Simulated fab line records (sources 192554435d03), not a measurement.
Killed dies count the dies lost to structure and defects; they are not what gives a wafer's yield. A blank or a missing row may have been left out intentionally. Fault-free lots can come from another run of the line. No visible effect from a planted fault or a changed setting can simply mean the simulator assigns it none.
Split-lot trial | flow n5 finfet | 7 lots, 21 wafers read, on a route of 1938 steps

## SPLIT DETAILS
At N5_BEOL_M11_ETCH_41 (etches SiCN in CH3F/O2, target depth 42.6 nm, time 86 s), the setting time s was moved away from the recipe's 86 s on 9 of the 21 wafers read, by -19.5% to +11.9%. This setting was run at the recipe's value on the other wafers.

The split's own step is where the reading is taken.

## THE READING
etch.depth nm (the simulator's own value, which no gauge read), in nm, at N5_BEOL_M11_ETCH_41 (etches SiCN in CH3F/O2, target depth 42.6 nm, time 86 s). The file gives no usual value for it. The 12 wafers here that ran the recipe average 32.37 nm, standard deviation 0.64 nm.

wafer  | tool, chamber at the split | time s as run, s | against the recipe | etch.depth nm, nm | against lot-mates on the recipe
L074.2 | rie diel-01, 3             | 77.63            | -9.7%              | 29.06             | -3.30
L074.5 | rie diel-01, 3             | 86               | recipe             | 32.27             | -
L074.6 | rie diel-01, 2             | 86               | recipe             | 32.44             | -
L079.1 | rie diel-01, 1             | 86               | recipe             | 33.46             | -
L079.2 | rie diel-01, 3             | 96.27            | +11.9%             | 36.74             | +3.28
L079.6 | rie diel-01, 1             | 96.27            | +11.9%             | 37.5              | +4.04
L080.1 | rie diel-05, 2             | 86               | recipe             | 32.65             | -
L080.4 | rie diel-05, 0             | 86               | recipe             | 33.1              | -
L080.5 | rie diel-05, 0             | 69.23            | -19.5%             | 26.73             | -6.14
L084.1 | rie diel-01, 2             | 86               | recipe             | 32.83             | -
L084.3 | rie diel-01, 3             | 74.17            | -13.8%             | 28.21             | -4.62
L084.6 | rie diel-01, 3             | 74.17            | -13.8%             | 28.23             | -4.60
L087.4 | rie diel-06, 2             | 86               | recipe             | 31.72             | -
L087.5 | rie diel-06, 3             | 73.74            | -14.3%             | 28.14             | -3.73
L087.6 | rie diel-06, 2             | 86               | recipe             | 32.03             | -
L088.2 | rie diel-01, 0             | 86               | recipe             | 31.52             | -
L088.4 | rie diel-01, 1             | 86               | recipe             | 33.16             | -
L088.5 | rie diel-01, 0             | 86               | recipe             | 31.69             | -
L091.1 | rie diel-01, 2             | 75.61            | -12.1%             | 28.76             | -2.84
L091.2 | rie diel-01, 0             | 86               | recipe             | 31.6              | -
L091.4 | rie diel-01, 2             | 75.61            | -12.1%             | 28.79             | -2.81

THE FIT
A straight line over all 21 wafers: etch.depth nm changes by +0.325 nm for each +1% of time s; r = +0.98; the points scatter about the line by 0.61 nm.
The same after taking each lot's own level away (the mean of its wafers on the recipe; 21 wafers): +0.3 nm for each +1%; r = +0.98; scatter 0.48 nm.
On that fit, the largest move of time s shifts the reading by 5.8 nm.
The span of the lots' own levels, 31.600 to 33.460 nm, comes to 2.9 times the standard deviation stated above.
Hence the lot-to-lot level has little effect on the slope; both slopes agree.
Check: for one of the wafers moved furthest among these (-19.5%), held out of the fit, the line's prediction against its lot-mates is -5.72 nm. It came out at -6.14 nm against them.

## ADDITIONAL SPLITS CARRIED BY THESE WAFERS
Before the reading, these wafers also passed through other splits. Each is held against what the fit with the lots' levels taken away leaves over:
other split on the same wafers | wafers away from the commonest value | r with etch.depth nm (lot level and that fit taken away)
N5_BEOL_M8_EXPOSE_08 dose mj   | 5                                    | +0.08
N5_BEOL_M9_COAT_60 spin rpm    | 7                                    | +0.52
N5_BEOL_M9_ETCH_66 time s      | 8                                    | +0.30
N5_BEOL_M10_DEP_56 time s      | 9                                    | -0.28
N5_BEOL_M11_ILD_DEP_00 time s  | 8                                    | +0.10

## FILE'S OWN FIT
etch.depth nm changes by +0.3 nm for each +1% of time s, r = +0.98.
